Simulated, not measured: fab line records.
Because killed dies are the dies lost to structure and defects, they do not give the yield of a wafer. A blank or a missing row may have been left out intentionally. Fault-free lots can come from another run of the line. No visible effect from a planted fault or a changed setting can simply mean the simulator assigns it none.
fab line records + flow n5_finfet
record
- lots=6
- wafers=18
- last_day=19
route steps=1938 shown BEOL_M10@1529 BEOL_M11@1536 PASSIVATION@1936
lots untouched by any fault: they come from a run of this same line in which no faults occurred
start_h: hours from the record's first day to the start of the lot's first wafer shown + wait_h: how many hours have passed since the lot's step before this one + " unchanged from the row above + L1.1+2: one row covering several wafers at once + - no value, or no start given + * or withheld: withheld + < > ~ a bound
route shown NAME@n: NAME is a module with steps in the file, n the number in the route of the first one + usual: average and standard deviation across the fault-free wafers + same: alike in all rows + chamber/n: place in a boat + sites: the reading at each site + _std_site: the values' standard deviation + _edge_site: the outer-site mean with the inner-site mean subtracted + radius_mm: how far each site lies from the wafer's centre + mask NAME#n: copy n + behind: tool/chamber where the wafer was last shaped + hold: reason for holding the lot/hours on hold/outcome of the hold + device: names the non-switching transistor (n, p or np) + end of line: tests of these same wafers at the route's end + step lacking rows: just its recipe + killed: count of dies lost to structure and defects at first sort (not the wafer's yield) + map: the dies of a wafer, with x for killed, . for not killed, _ for no die there
set.NAME: the setting as run; set.NAME@STEP: as run at that earlier step + model.NAME: the simulator's own value behind a step, which no gauge read
a table for each step, a row for each wafer; lots at some steps of the route
services: from which hour (start_h, from the record's first day; less than 0 if before it) a tool's chamber was out of use, for how many hours, and why
## steps
# step N5_BEOL_M10_ANNEAL_51
# recipe
- temp_c=225
- time_s=90
- ambient=N2
# usual
- wafer_temp_C_max=226.0/0.32
| lot.wafer | tool          | chamber | start_h | wait_h | wafer_temp_C_max |
|-----------|---------------|---------|---------|--------|------------------|
| L493.1    | rtp_anneal-01 | 0       | 259.93  | 0.1    | 225.6            |
| L493.4    | "             | 0       | "       | "      | 225.9            |
| L493.5    | "             | 0       | "       | "      | 226.1            |
| L498.2    | rtp_anneal-01 | 0       | 280.90  | 1.3    | 225.7            |
| L498.4    | "             | 0       | "       | "      | 225.5            |
| L498.6    | "             | 0       | "       | "      | 225.6            |
| L500.1    | rtp_anneal-02 | 0       | 304.24  | 0.2    | 226.4            |
| L500.4    | "             | 0       | "       | "      | 226.2            |
| L500.6    | "             | 0       | "       | "      | 226.2            |
| L503.1    | rtp_anneal-01 | 0       | 309.14  | 0.1    | 226.1            |
| L503.5    | "             | 0       | "       | "      | 225.8            |
| L503.6    | "             | 0       | "       | "      | 225.7            |
| L511.1    | rtp_anneal-02 | 0       | 386.47  | 0.2    | 226.3            |
| L511.2    | "             | 0       | "       | "      | 226.1            |
| L511.6    | "             | 0       | "       | "      | 226.2            |
| L513.1    | rtp_anneal-02 | 0       | 404.34  | 0.2    | 226.1            |
| L513.2    | "             | 0       | "       | "      | 225.9            |
| L513.3    | "             | 0       | "       | "      | 226.3            |
# step N5_BEOL_M10_CMP_52
# recipe
- stop_on=SiCOH_lowk
- t_overpolish_s=7
- down_force_psi=1
- platen_rpm=50
- clearing_platen_down_force_psi=1.5
- clearing_platen_rpm=50
- post_cmp_clean=cu_alkaline
- target_thk_nm=140
- clearing_platen_pad_velocity_m_s=0.99484
- pad_velocity_m_s=0.99484
# usual
- barrier_field_endpoint_s=28.8/0.56
- motor_current_A=5.7/0.71
- overpolish_run_s=7.002/0.0085
- slurry_filter_dp_kPa=13.49/0.13
- time_to_endpoint_s=66.1/2.8
| lot.wafer | tool   | chamber | start_h | wait_h | barrier_field_endpoint_s | motor_current_A | overpolish_run_s | slurry_filter_dp_kPa | time_to_endpoint_s |
|-----------|--------|---------|---------|--------|--------------------------|-----------------|------------------|----------------------|--------------------|
| L493.4    | cmp-02 | 0       | 260.27  | 0.2    | 30.1                     | 5.3             | 6.981            | 13.60                | 68.9               |
| L493.1    | "      | 2       | "       | "      | 28.8                     | 6.1             | 6.997            | 13.60                | 66.8               |
| L493.5    | "      | 0       | "       | "      | 29.1                     | 5.5             | 6.996            | 13.63                | 66.9               |
| L498.4    | cmp-02 | 2       | 281.37  | 0.2    | 29.3                     | 5.8             | 7.002            | 13.62                | 66.9               |
| L498.2    | "      | 3       | "       | "      | 29.9                     | 5.5             | 7.002            | 13.63                | 71.4               |
| L498.6    | "      | 2       | "       | "      | 29.9                     | 5.6             | 6.995            | 13.38                | 70.1               |
| L500.1    | cmp-01 | 2       | 304.61  | 0.3    | 28.8                     | 5.8             | 7.007            | 13.39                | 61.1               |
| L500.4    | "      | 3       | "       | "      | 29.2                     | 4.9             | 7.001            | 13.54                | 64.8               |
| L500.6    | "      | 1       | "       | "      | 29.8                     | 6.6             | 6.993            | 13.31                | 63.7               |
| L503.1    | cmp-03 | 3       | 309.47  | 0.3    | 28.1                     | 5.7             | 6.984            | 13.43                | 59.9               |
| L503.5    | "      | 2       | "       | "      | 28.9                     | 7.5             | 6.998            | 13.51                | 63.8               |
| L503.6    | "      | 3       | "       | "      | 28.3                     | 5.8             | 7.014            | 13.41                | 61.4               |
| L511.1    | cmp-01 | 1       | 386.76  | 0.3    | 28.4                     | 6.7             | 7.009            | 13.80                | 64.8               |
| L511.2    | "      | 2       | "       | "      | 27.8                     | 5.6             | 6.999            | 13.64                | 65.0               |
| L511.6    | "      | 1       | "       | "      | 28.4                     | 6.4             | 6.998            | 13.41                | 65.4               |
| L513.1    | cmp-01 | 1       | 404.64  | 0.3    | 28.8                     | 6.4             | 6.999            | 13.42                | 70.6               |
| L513.3    | "      | 3       | "       | "      | 28.4                     | 4.7             | 7.000            | 13.59                | 65.7               |
| L513.2    | "      | 0       | "       | "      | 27.9                     | 5.0             | 6.983            | 13.62                | 66.9               |
# step N5_BEOL_M10_THK_MEAS_53
# recipe
- thk_meas_gauge=xrf
- reads=Cu_of_BEOL_M10_ECD_50
# usual
- M10_THK=138.0/2.5
| lot.wafer | tool          | chamber | start_h | wait_h | M10_THK[nm] |
|-----------|---------------|---------|---------|--------|-------------|
| L493.1    | film_metro-01 | -       | 260.52  | -      | 140.6       |
| L493.4    | "             | -       | "       | "      | 138.5       |
| L493.5    | "             | -       | "       | "      | 137.5       |
| L498.2    | film_metro-01 | -       | 281.67  | -      | 141.3       |
| L498.4    | "             | -       | "       | "      | 142.6       |
| L498.6    | "             | -       | "       | "      | 141.6       |
| L500.1    | film_metro-01 | -       | 304.84  | -      | 133.9       |
| L500.4    | "             | -       | "       | "      | 133.1       |
| L500.6    | "             | -       | "       | "      | 134.6       |
| L503.1    | film_metro-01 | -       | 309.73  | -      | 136.7       |
| L503.5    | "             | -       | "       | "      | 137.6       |
| L503.6    | "             | -       | "       | "      | 134.4       |
| L511.1    | film_metro-02 | -       | 387.06  | -      | 138.0       |
| L511.2    | "             | -       | "       | "      | 141.1       |
| L511.6    | "             | -       | "       | "      | 137.9       |
| L513.1    | film_metro-02 | -       | 404.93  | -      | 138.8       |
| L513.2    | "             | -       | "       | "      | 142.4       |
| L513.3    | "             | -       | "       | "      | 139.0       |
# step N5_BEOL_M10_PRE_CLEAN_55
# recipe
- gas=NH3
- time_s=15
- temp_c=withheld
- rf_power_w=300
# step N5_BEOL_M10_DEP_56
# recipe
- material=SiCN
- target_thk_a=150
- temp_c=withheld
- precursor=3MS/NH3
- pressure_torr=3
- rf_w=202
- time_s=26.5
# usual
- chamber_pressure_Torr=2.999/0.0063
- showerhead_plenum_p_Torr=3.663/0.018
- throttle_valve_pct=9.2/0.51
| lot.wafer | tool     | chamber | start_h | wait_h | chamber_pressure_Torr | showerhead_plenum_p_Torr | throttle_valve_pct |
|-----------|----------|---------|---------|--------|-----------------------|--------------------------|--------------------|
| L493.1    | pecvd-03 | 1       | 260.59  | 0.0    | 3.001                 | 3.654                    | 9.1                |
| L493.4    | "        | 1       | "       | "      | 3.004                 | 3.641                    | 9.3                |
| L493.5    | "        | 0       | "       | "      | 3.007                 | 3.647                    | 9.2                |
| L498.2    | pecvd-02 | 1       | 281.74  | 0.0    | 3.003                 | 3.690                    | 9.7                |
| L498.4    | "        | 0       | "       | "      | 3.005                 | 3.637                    | 9.8                |
| L498.6    | "        | 0       | "       | "      | 2.989                 | 3.643                    | 9.4                |
| L500.1    | pecvd-02 | 0       | 304.90  | 0.0    | 3.000                 | 3.643                    | 9.8                |
| L500.4    | "        | 1       | "       | "      | 2.995                 | 3.681                    | 9.8                |
| L500.6    | "        | 2       | "       | "      | 3.007                 | 3.677                    | 8.9                |
| L503.1    | pecvd-04 | 0       | 309.80  | 0.0    | 2.995                 | 3.676                    | 10.3               |
| L503.5    | "        | 1       | "       | "      | 2.998                 | 3.656                    | 8.6                |
| L503.6    | "        | 2       | "       | "      | 2.993                 | 3.657                    | 8.6                |
| L511.1    | pecvd-02 | 2       | 387.13  | 0.0    | 3.012                 | 3.680                    | 8.9                |
| L511.2    | "        | 0       | "       | "      | 2.998                 | 3.640                    | 9.5                |
| L511.6    | "        | 2       | "       | "      | 3.007                 | 3.670                    | 8.7                |
| L513.1    | pecvd-02 | 0       | 405.01  | 0.0    | 2.994                 | 3.645                    | 9.7                |
| L513.2    | "        | 2       | "       | "      | 3.000                 | 3.681                    | 8.6                |
| L513.3    | "        | 2       | "       | "      | 2.991                 | 3.683                    | 8.8                |
# step N5_BEOL_M10_RS_MEAS_57
# recipe
- thk_meas_gauge=four-point-probe
- reads=Cu_of_BEOL_M10_ECD_50+Co_of_BEOL_M10_CVD_75+TaN_of_BEOL_M10_ALD_74
# usual
- M10_RS=0.1515/0.0029
| lot.wafer | tool          | chamber | start_h | wait_h | M10_RS[ohm/sq] |
|-----------|---------------|---------|---------|--------|----------------|
| L493.1    | film_metro-01 | -       | 260.66  | 0.1    | 0.1482         |
| L493.4    | "             | -       | "       | "      | 0.1509         |
| L493.5    | "             | -       | "       | "      | 0.1517         |
| L498.2    | film_metro-01 | -       | 281.84  | 0.1    | 0.1482         |
| L498.4    | "             | -       | "       | "      | 0.1467         |
| L498.6    | "             | -       | "       | "      | 0.1471         |
| L500.1    | film_metro-02 | -       | 304.97  | 0.1    | 0.1552         |
| L500.4    | "             | -       | "       | "      | 0.1567         |
| L500.6    | "             | -       | "       | "      | 0.1539         |
| L503.1    | film_metro-02 | -       | 309.87  | 0.1    | 0.1522         |
| L503.5    | "             | -       | "       | "      | 0.1510         |
| L503.6    | "             | -       | "       | "      | 0.1546         |
| L511.1    | film_metro-01 | -       | 387.23  | 0.1    | 0.1514         |
| L511.2    | "             | -       | "       | "      | 0.1482         |
| L511.6    | "             | -       | "       | "      | 0.1514         |
| L513.1    | film_metro-01 | -       | 405.10  | 0.1    | 0.1482         |
| L513.2    | "             | -       | "       | "      | 0.1444         |
| L513.3    | "             | -       | "       | "      | 0.1480         |
# step N5_BEOL_M10_INSPECT_58
# recipe
- inspect_instrument=darkfield
- mode=post_dep
# usual
- raw_defect_count=68/21
| lot.wafer | tool              | chamber | start_h | wait_h | raw_defect_count |
|-----------|-------------------|---------|---------|--------|------------------|
| L493.1    | defect_inspect-01 | -       | 260.69  | 0.0    | 55               |
| L493.4    | "                 | -       | "       | "      | 88               |
| L493.5    | "                 | -       | "       | "      | 66               |
| L498.2    | defect_inspect-01 | -       | 281.86  | 0.0    | 87               |
| L498.4    | "                 | -       | "       | "      | 100              |
| L498.6    | "                 | -       | "       | "      | 99               |
| L500.1    | defect_inspect-01 | -       | 305.00  | 0.0    | 67               |
| L500.4    | "                 | -       | "       | "      | 39               |
| L500.6    | "                 | -       | "       | "      | 58               |
| L503.1    | defect_inspect-01 | -       | 309.89  | 0.0    | 45               |
| L503.5    | "                 | -       | "       | "      | 53               |
| L503.6    | "                 | -       | "       | "      | 38               |
| L511.1    | defect_inspect-02 | -       | 387.25  | 0.0    | 41               |
| L511.2    | "                 | -       | "       | "      | 69               |
| L511.6    | "                 | -       | "       | "      | 50               |
| L513.1    | defect_inspect-01 | -       | 405.13  | 0.0    | 103              |
| L513.2    | "                 | -       | "       | "      | 48               |
| L513.3    | "                 | -       | "       | "      | 85               |
# step N5_BEOL_M11_ILD_DEP_00
# recipe
- material=SiCOH_lowk
- target_thk_a=3085.1
- temp_c=300
- precursor=DEMS/porogen
- pressure_torr=5
- rf_w=500
- time_s=58
# step N5_BEOL_M11_CURE_71
# recipe
- temp_c=385
- time_s=240
- ambient=He/Ar
- material=SiCOH_lowk
# step N5_BEOL_M11_THK_MEAS_01
# recipe
- reads=SiCOH_lowk_of_BEOL_M11_ILD_DEP_00
# usual
- M11_ILD_THK=268/3.7
| lot.wafer | tool          | chamber | start_h | wait_h | M11_ILD_THK[nm] |
|-----------|---------------|---------|---------|--------|-----------------|
| L493.1    | film_metro-02 | -       | 261.32  | 0.4    | 265             |
| L493.4    | "             | -       | "       | "      | 275             |
| L493.5    | "             | -       | "       | "      | 274             |
| L498.2    | film_metro-01 | -       | 282.49  | 0.4    | 265             |
| L498.4    | "             | -       | "       | "      | 272             |
| L498.6    | "             | -       | "       | "      | 273             |
| L500.1    | film_metro-01 | -       | 305.63  | 0.4    | 266             |
| L500.4    | "             | -       | "       | "      | 265             |
| L500.6    | "             | -       | "       | "      | 269             |
| L503.1    | film_metro-02 | -       | 310.53  | 0.4    | 269             |
| L503.5    | "             | -       | "       | "      | 274             |
| L503.6    | "             | -       | "       | "      | 271             |
| L511.1    | film_metro-02 | -       | 387.88  | 0.4    | 268             |
| L511.2    | "             | -       | "       | "      | 268             |
| L511.6    | "             | -       | "       | "      | 272             |
| L513.1    | film_metro-01 | -       | 405.75  | 0.4    | 266             |
| L513.2    | "             | -       | "       | "      | 268             |
| L513.3    | "             | -       | "       | "      | 262             |
# step N5_BEOL_M11_PECVD_70
# recipe
- material=SiO2
- target_thk_a=200
- temp_c=400
- precursor=TEOS/O2
- pressure_torr=5.5
- rf_w=450
- teos_flow_sccm=53.8
- gas=O2
- flow_sccm=3000
- time_s=22.7
# usual
- chamber_pressure_Torr=5.500/0.012
- heater_power_w=707/86
- showerhead_plenum_p_Torr=8.79/0.072
- throttle_valve_pct=22.4/1.4
| lot.wafer | tool     | chamber | start_h | wait_h | chamber_pressure_Torr | heater_power_w | showerhead_plenum_p_Torr | throttle_valve_pct |
|-----------|----------|---------|---------|--------|-----------------------|----------------|--------------------------|--------------------|
| L493.1    | pecvd-04 | 0       | 261.35  | 0.0    | 5.518                 | 674            | 8.85                     | 24.7               |
| L493.4    | "        | 1       | "       | "      | 5.504                 | 668            | 8.77                     | 21.6               |
| L493.5    | "        | 2       | "       | "      | 5.514                 | 658            | 8.73                     | 21.3               |
| L498.2    | pecvd-01 | 2       | 282.53  | 0.0    | 5.495                 | 741            | 8.82                     | 20.8               |
| L498.4    | "        | 0       | "       | "      | 5.497                 | 668            | 8.81                     | 21.4               |
| L498.6    | "        | 2       | "       | "      | 5.488                 | 726            | 8.86                     | 20.7               |
| L500.1    | pecvd-03 | 1       | 305.66  | 0.0    | 5.501                 | 743            | 8.69                     | 22.5               |
| L500.4    | "        | 2       | "       | "      | 5.489                 | 590            | 8.71                     | 22.0               |
| L500.6    | "        | 1       | "       | "      | 5.520                 | 735            | 8.70                     | 22.6               |
| L503.1    | pecvd-03 | 2       | 310.56  | 0.0    | 5.491                 | 653            | 8.73                     | 22.2               |
| L503.5    | "        | 1       | "       | "      | 5.472                 | 767            | 8.71                     | 22.5               |
| L503.6    | "        | 2       | "       | "      | 5.509                 | 634            | 8.72                     | 22.0               |
| L511.1    | pecvd-01 | 2       | 387.92  | 0.0    | 5.509                 | 699            | 8.84                     | 20.9               |
| L511.2    | "        | 1       | "       | "      | 5.510                 | 738            | 8.88                     | 25.0               |
| L511.6    | "        | 1       | "       | "      | 5.494                 | 735            | 8.89                     | 24.7               |
| L513.1    | pecvd-03 | 2       | 405.79  | 0.0    | 5.500                 | 607            | 8.70                     | 22.5               |
| L513.2    | "        | 1       | "       | "      | 5.508                 | 787            | 8.69                     | 22.2               |
| L513.3    | "        | 0       | "       | "      | 5.492                 | 614            | 8.66                     | 22.2               |
# step N5_BEOL_M11_HM_DEP_02
# recipe
- material=TiN
- target_thk_a=200
- temp_c=25
- chamber_pressure_pa=0.49996
# usual
- throttle_valve_pct=29.7/1.1
| lot.wafer | tool           | chamber | start_h | wait_h | throttle_valve_pct |
|-----------|----------------|---------|---------|--------|--------------------|
| L493.1    | pvd_sputter-03 | -       | 261.41  | 0.0    | 29.2               |
| L493.4    | "              | -       | "       | "      | 31.9               |
| L493.5    | "              | -       | "       | "      | 32.3               |
| L498.2    | pvd_sputter-02 | -       | 283.10  | 0.6    | 29.9               |
| L498.4    | "              | -       | "       | "      | 31.3               |
| L498.6    | "              | -       | "       | "      | 30.1               |
| L500.1    | pvd_sputter-02 | -       | 307.59  | 1.9    | 31.3               |
| L500.4    | "              | -       | "       | "      | 30.0               |
| L500.6    | "              | -       | "       | "      | 28.5               |
| L503.1    | pvd_sputter-01 | -       | 313.08  | 2.5    | 28.8               |
| L503.5    | "              | -       | "       | "      | 29.0               |
| L503.6    | "              | -       | "       | "      | 30.6               |
| L511.1    | pvd_sputter-03 | -       | 389.99  | 2.1    | 32.2               |
| L511.2    | "              | -       | "       | "      | 31.2               |
| L511.6    | "              | -       | "       | "      | 31.8               |
| L513.1    | pvd_sputter-02 | -       | 407.59  | 1.8    | 30.1               |
| L513.2    | "              | -       | "       | "      | 28.4               |
| L513.3    | "              | -       | "       | "      | 30.1               |
# step N5_BEOL_M11_COAT_59
# recipe
- resist=SOC
- temp_c=250
- time_s=60
- spin_rpm=1500
- resist_thk_nm=100
# usual
- heater_power_total_W=500.7/1.8
- plate_temp_C=250.02/0.17
| lot.wafer | tool           | chamber | start_h | wait_h | heater_power_total_W | plate_temp_C |
|-----------|----------------|---------|---------|--------|----------------------|--------------|
| L493.1    | litho_track-01 | 0       | 261.54  | 0.1    | 501.9                | 250.02       |
| L493.4    | "              | 0       | "       | "      | 497.7                | 250.17       |
| L493.5    | "              | 0       | "       | "      | 500.1                | 250.05       |
| L498.2    | litho_track-02 | 0       | 283.22  | 0.1    | 500.1                | 249.98       |
| L498.4    | "              | 0       | "       | "      | 498.9                | 249.94       |
| L498.6    | "              | 0       | "       | "      | 497.4                | 250.04       |
| L500.1    | litho_track-02 | 0       | 307.72  | 0.1    | 494.1                | 246.92       |
| L500.4    | "              | 0       | "       | "      | 490.7                | 246.58       |
| L500.6    | "              | 0       | "       | "      | 493.7                | 246.64       |
| L503.1    | litho_track-02 | 0       | 313.20  | 0.1    | 494.6                | 246.83       |
| L503.5    | "              | 0       | "       | "      | 493.6                | 246.64       |
| L503.6    | "              | 0       | "       | "      | 492.5                | 247.13       |
| L511.1    | litho_track-05 | 0       | 390.12  | 0.1    | 503.2                | 250.10       |
| L511.2    | "              | 0       | "       | "      | 499.8                | 250.12       |
| L511.6    | "              | 0       | "       | "      | 498.7                | 249.97       |
| L513.1    | litho_track-02 | 0       | 407.71  | 0.1    | 501.0                | 249.63       |
| L513.2    | "              | 0       | "       | "      | 503.1                | 250.05       |
| L513.3    | "              | 0       | "       | "      | 499.6                | 250.04       |
# step N5_BEOL_M11_COAT_60
# recipe
- resist=SiARC
- temp_c=220
- time_s=60
- spin_rpm=1500
- resist_thk_nm=30
# step N5_PASSIVATION_PROBE_49
# usual
- defect_limited_yield=91.6/1.6
- killed_at_M0_to_M3=32/9.7
- killed_at_M4_up=13/4.4
- killed_at_contacts=12/6.5
- killed_at_front_end=38/12
- killed_at_other=3.7/3
- killed_dies=99/18
- killed_on_rim=13/3.9
- killed_open=66/14
- killed_short=32/7.5
- sort_bin_5_function=4.9/1
- sort_bin_6_memory=3.2/0.73
- sort_n_pass=1081/18
- sort_yield_pct=91.6/1.6
# same
- gross_dies=1180
- killed_at_back_side=0
- sort_bin_4_leakage[%]=0
- sort_bin_8_speed[%]=0
| lot.wafer | tool      | chamber | start_h | wait_h | defect_limited_yield[%] | killed_at_M0_to_M3 | killed_at_M4_up | killed_at_contacts | killed_at_front_end | killed_at_other | killed_dies | killed_on_rim | killed_open | killed_short | sort_bin_5_function[%] | sort_bin_6_memory[%] | sort_n_pass | sort_yield_pct[%] |
|-----------|-----------|---------|---------|--------|-------------------------|--------------------|-----------------|--------------------|---------------------|-----------------|-------------|---------------|-------------|--------------|------------------------|----------------------|-------------|-------------------|
| L493.1    | prober-02 | -       | 309.32  | 0.0    | 90.4                    | 34                 | 13              | 25                 | 35                  | 6               | 113         | 14            | 71          | 42           | 5.8                    | 3.4                  | 1067        | 90.4              |
| L493.4    | prober-02 | -       | 309.47  | 0.2    | 91.6                    | 20                 | 15              | 16                 | 35                  | 13              | 99          | 15            | 59          | 40           | 4.2                    | 3.9                  | 1081        | 91.6              |
| L493.5    | prober-02 | -       | 309.52  | 0.2    | 91.3                    | 35                 | 10              | 9                  | 39                  | 10              | 103         | 10            | 58          | 45           | 4.7                    | 3.7                  | 1077        | 91.3              |
| L498.2    | prober-01 | -       | 325.97  | 0.1    | 90.8                    | 20                 | 15              | 20                 | 46                  | 8               | 109         | 18            | 71          | 37           | 5.7                    | 3.3                  | 1071        | 90.8              |
| L498.4    | prober-01 | -       | 326.07  | 0.2    | 94.2                    | 19                 | 13              | 10                 | 26                  | 0               | 68          | 7             | 46          | 21           | 3.2                    | 2.5                  | 1112        | 94.2              |
| L498.6    | prober-01 | -       | 326.17  | 0.3    | 93.6                    | 16                 | 13              | 19                 | 20                  | 7               | 75          | 8             | 48          | 27           | 4.0                    | 2.0                  | 1105        | 93.6              |
| L503.1    | prober-01 | -       | 353.40  | 0.0    | 94.5                    | 26                 | 8               | 7                  | 22                  | 2               | 65          | 4             | 48          | 17           | 3.1                    | 2.2                  | 1115        | 94.5              |
| L503.5    | prober-01 | -       | 353.60  | 0.2    | 93.6                    | 40                 | 7               | 6                  | 18                  | 4               | 75          | 10            | 53          | 22           | 4.2                    | 2.0                  | 1105        | 93.6              |
| L503.6    | prober-01 | -       | 353.65  | 0.3    | 92.5                    | 38                 | 15              | 4                  | 25                  | 7               | 89          | 10            | 67          | 22           | 4.2                    | 3.2                  | 1091        | 92.5              |
| L500.1    | prober-02 | -       | 353.67  | 0.0    | 94.8                    | 13                 | 14              | 3                  | 26                  | 5               | 61          | 13            | 39          | 21           | 3.0                    | 1.9                  | 1119        | 94.8              |
| L500.4    | prober-02 | -       | 353.82  | 0.2    | 92.9                    | 29                 | 9               | 4                  | 36                  | 6               | 84          | 16            | 55          | 29           | 3.8                    | 3.1                  | 1096        | 92.9              |
| L500.6    | prober-02 | -       | 353.92  | 0.3    | 93.0                    | 36                 | 10              | 6                  | 29                  | 2               | 83          | 12            | 52          | 31           | 4.2                    | 2.5                  | 1097        | 93.0              |
# killed by level:class
L493.1 MOL_CONTACT_COAG:geometric_particle:open=21 BEOL_M0_SAQP:geometric_particle:short=9 BEOL_M4:geometric_particle:open=9 BEOL_M1:geometric_particle:open=7 STI_FIN_REVEAL:geometric_particle:open=6 GATE_CUT:geometric_particle:short=6 ILD0:geometric_particle:short=4 MOL_CONTACT_COAG:geometric_particle:short=4
L493.4 MOL_CONTACT_COAG:geometric_particle:open=12 GATE_CUT:geometric_particle:short=7 STI_FIN_REVEAL:geometric_particle:open=6 BEOL_M1:geometric_particle:open=6 BEOL_M4:geometric_particle:open=5 MIM_TOP_ETCH:geometric_particle:open=5 MIM_TOP_ETCH:geometric_particle:short=5 ILD0:geometric_particle:short=4
L493.5 BEOL_M0_SAQP:geometric_particle:open=10 BEOL_M0_SAQP:geometric_particle:short=10 FIN_SAQP:geometric_particle:short=9 BEOL_M4:geometric_particle:open=7 STI_FIN_REVEAL:geometric_particle:open=6 GATE_CUT:geometric_particle:short=6 MOL_CONTACT_COAG:geometric_particle:open=6 DUMMY_GATE:geometric_particle:open=5
L498.2 MOL_CONTACT_COAG:geometric_particle:open=12 FIN_SAQP:geometric_particle:open=9 STI_FIN_REVEAL:geometric_particle:open=9 FIN_SAQP:geometric_particle:short=8 MOL_CONTACT_COAG:geometric_particle:short=8 GATE_CUT:geometric_particle:short=7 DUMMY_GATE:geometric_particle:open=6 BEOL_M1:geometric_particle:open=6
L498.4 FIN_SAQP:geometric_particle:open=7 MOL_CONTACT_COAG:geometric_particle:open=7 BEOL_M3:geometric_particle:open=7 FIN_SAQP:geometric_particle:short=6 BEOL_M0_SAQP:geometric_particle:open=4 BEOL_M4:geometric_particle:open=4 BEOL_M1:geometric_particle:short=3 STI_FIN_REVEAL:geometric_particle:open=3
L498.6 MOL_CONTACT_COAG:geometric_particle:open=14 BEOL_M0_SAQP:geometric_particle:short=6 MOL_CONTACT_COAG:geometric_particle:short=5 BEOL_M3:geometric_particle:open=4 BEOL_M4:geometric_particle:open=4 MIM_TOP:geometric_particle:short=4 FIN_SAQP:geometric_particle:open=3 STI_FIN_REVEAL:geometric_particle:open=3
L503.1 BEOL_M1:geometric_particle:open=6 DUMMY_GATE:geometric_particle:open=5 MOL_CONTACT_COAG:geometric_particle:open=5 BEOL_M1:geometric_particle:short=4 BEOL_M3:geometric_particle:open=4 BEOL_M0_SAQP:geometric_particle:open=3 BEOL_M0_SAQP:geometric_particle:short=3 BEOL_M0:geometric_particle:open=3
L503.5 BEOL_M0:geometric_particle:open=15 BEOL_M1:geometric_particle:open=7 BEOL_M3:geometric_particle:open=6 MOL_CONTACT_COAG:geometric_particle:open=5 DUMMY_GATE:geometric_particle:open=4 FIN_SAQP:geometric_particle:short=3 BEOL_M0_SAQP:geometric_particle:short=3 BEOL_M0:geometric_particle:short=3
L503.6 BEOL_M4:geometric_particle:open=8 BEOL_M0_SAQP:geometric_particle:short=7 BEOL_M1:geometric_particle:open=7 FIN_SAQP:geometric_particle:open=6 STI_FIN_REVEAL:geometric_particle:open=6 BEOL_M0_SAQP:geometric_particle:open=6 BEOL_M0:geometric_particle:open=5 PAD_METAL:geometric_particle:open=5
L500.1 BEOL_M3:geometric_particle:open=7 GATE_CUT:geometric_particle:open=6 FIN_SAQP:geometric_particle:open=3 GATE_CUT:geometric_particle:short=3 MIM_TOP_ETCH:geometric_particle:short=3 MOL_CONTACT_COAG:geometric_particle:open=3 BEOL_M4:geometric_particle:open=3 BEOL_M5:geometric_particle:short=3
L500.4 STI_FIN_REVEAL:geometric_particle:open=18 BEOL_M0_SAQP:geometric_particle:short=11 BEOL_M2:geometric_particle:open=7 STARTING-WAFER:geometric_particle:short=5 BEOL_M0_SAQP:geometric_particle:open=4 STI_FIN_REVEAL:geometric_particle:short=3 DUMMY_GATE:geometric_particle:open=3 MOL_CONTACT_COAG:geometric_particle:open=3
L500.6 BEOL_M3:geometric_particle:open=11 BEOL_M0_SAQP:geometric_particle:short=7 STI_FIN_REVEAL:geometric_particle:open=5 BEOL_M2:geometric_particle:open=5 MOL_CONTACT_COAG:geometric_particle:open=5 BEOL_M4:geometric_particle:open=5 ILD0:geometric_particle:short=4 BEOL_M0_SAQP:geometric_particle:open=4
## services
| tool           | chamber | start_h | hours | kind                      |
|----------------|---------|---------|-------|---------------------------|
| cmp-01         | -       | 244.45  | 9.3   | pm                        |
| cmp-03         | -       | 254.32  | 4.0   | pm                        |
| cmp-02         | -       | 255.89  | 0.6   | repair                    |
| pecvd-03       | 0       | 261.37  | 5.5   | scheduled_down            |
| cmp-01         | -       | 262.96  | 1.1   | repair                    |
| pvd_sputter-02 | -       | 265.13  | 12.8  | repair                    |
| litho_track-02 | -       | 267.81  | -     | consumable_replace:filter |
| cmp-02         | -       | 275.61  | 1.5   | repair                    |
| pecvd-02       | 2       | 278.86  | 5.5   | scheduled_down            |
| pecvd-02       | 0       | 284.32  | 2.1   | scheduled_down            |
| pecvd-01       | 2       | 291.81  | 5.0   | repair                    |
| cmp-02         | -       | 295.52  | 9.9   | pm                        |
| pecvd-01       | -       | 303.96  | 1.5   | repair                    |
| cmp-02         | -       | 307.53  | 3.0   | pm                        |
| pecvd-02       | -       | 309.13  | 1.0   | repair                    |
| cmp-01         | -       | 323.34  | 3.7   | repair                    |
| cmp-01         | -       | 331.12  | 4.0   | pm                        |
| cmp-03         | -       | 339.75  | 1.4   | repair                    |
| pecvd-02       | 1       | 345.74  | -     | calibration               |
| cmp-03         | -       | 351.50  | 1.3   | repair                    |
| pvd_sputter-03 | -       | 361.72  | 2.7   | repair                    |
| pecvd-03       | -       | 370.63  | 2.8   | pm                        |
| cmp-03         | -       | 378.34  | 3.5   | repair                    |
| cmp-02         | -       | 383.83  | 4.0   | pm                        |
## key
first_sign
- step=N5_BEOL_M11_COAT_59
- reading=plate_temp_C
- direction=down
- sigmas=19
- usual=*
- struck=*
effect
- step=N5_BEOL_M11_COAT_59
- reading=heater_power_total_W
- direction=down
- sigmas=4.2
- usual=*
- struck=*
met_at N5_BEOL_M11_COAT_59
struck_wafers L500.1,L500.4,L500.6,L503.1,L503.5,L503.6
onset_between 283.22 307.72
fault
- kind=process_parameter_drift
- tool=litho_track-02
- chamber=-
- onset_h=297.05
- steps=N5_BEOL_M11_COAT_59
- channel=temp_c
- offset=*
- shape=step
- end_h=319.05
- acts_in=*
- stated=*
